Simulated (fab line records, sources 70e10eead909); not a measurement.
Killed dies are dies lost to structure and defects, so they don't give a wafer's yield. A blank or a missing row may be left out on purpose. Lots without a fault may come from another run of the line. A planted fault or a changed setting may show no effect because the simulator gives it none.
One fault seen from 2 desks | flow nand_harc | each desk has only its own numbers; what lay behind them comes last

THE METROLOGY DESK
What the gauges read, lot by lot, whatever tool the lot ran on: means of the sampled wafers that have a number. A lot is out of limits, marked OUT, if its mean lies more than 4 standard deviations from the usual mean; the brackets give that distance.
Columns: A = thk_nm at NHARC_A_SOURCE_PLATE_THK_MEAS_09, usual 9.7 nm; B = thk_nm at NHARC_A_ONON_D1_THK_MEAS_18, usual 997 nm
lot  | first seen here | A    | B
L681 | day 7 12:35     | 10.1 | 1002
L682 | day 7 22:35     | 9.6  | 987
L683 | day 7 22:35     | 10.2 | 994
L684 | day 8 07:47     | 9.7  | 987
L685 | day 9 00:27     | 10.1 | 989
L686 | day 9 00:27     | 9.6  | 1010
L688 | day 10 03:10    | 9.6  | 998
L689 | day 10 14:16    | 9.2  | 1000
L690 | day 10 19:30    | 9.5  | 999
L691 | day 11 12:19    | 10.0 | 994
L692 | day 11 23:02    | 10.0 | 1009
L698 | day 14 12:20    | 9.3  | 1008
L699 | day 14 12:20    | 9.4  | 998
L701 | day 15 10:36    | 9.5  | 1038 (+4.3) OUT
This desk's finding: out of limits on L701; first on L701, day 16 10:07 (thk_nm at NHARC_A_ONON_D1_THK_MEAS_18). In limits: L681, L682, L683, L684, L685, L686, L688, L689, L690, L691, L692, L698, L699.

THE TOOL OWNER'S DESK: pecvd_onon-03
The tool's own readings at NHARC_A_ONON_D1_DEP_16 (target thk 1000 nm): means of the sampled wafers that have a number, for each lot that ran on this tool. A lot is out of limits, marked OUT, if its mean lies more than 4 standard deviations from the usual mean; the brackets give that distance.
Columns: A = n2_flow_sccm at NHARC_A_ONON_D1_DEP_16, usual 2750 sccm; B = sih4_flow_sccm at NHARC_A_ONON_D1_DEP_16, usual 210.1 sccm
lot  | first seen here | A    | B
L681 | day 8 11:23     | 2754 | 210.6
L683 | day 8 22:48     | 2752 | 209.7
L686 | day 9 23:44     | 2752 | 210.6
L690 | day 11 19:13    | 2748 | 210.4
L691 | day 12 13:35    | 2743 | 210.2
L698 | day 15 12:53    | 2752 | 210.3
L701 | day 16 09:36    | 2741 | 210.1
This desk's finding: nothing out of limits on any of the 7 lots.

PUT TOGETHER
The metrology desk could have raised an alarm at day 16 10:07, on L701.
The tool owner's desk saw nothing out of limits.
The tool owner's desk has L701 on record, within its limits.
Of the lots named, all ran NHARC_A_ONON_D1_DEP_16 on pecvd_onon-03.

WHAT THE SIMULATOR HAD PUT IN
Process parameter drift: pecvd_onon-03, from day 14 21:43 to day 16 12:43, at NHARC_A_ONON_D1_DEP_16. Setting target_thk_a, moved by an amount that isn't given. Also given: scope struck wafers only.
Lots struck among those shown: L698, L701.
Hours from the fault's start to each desk's first reading out of limits: the metrology desk, 36.
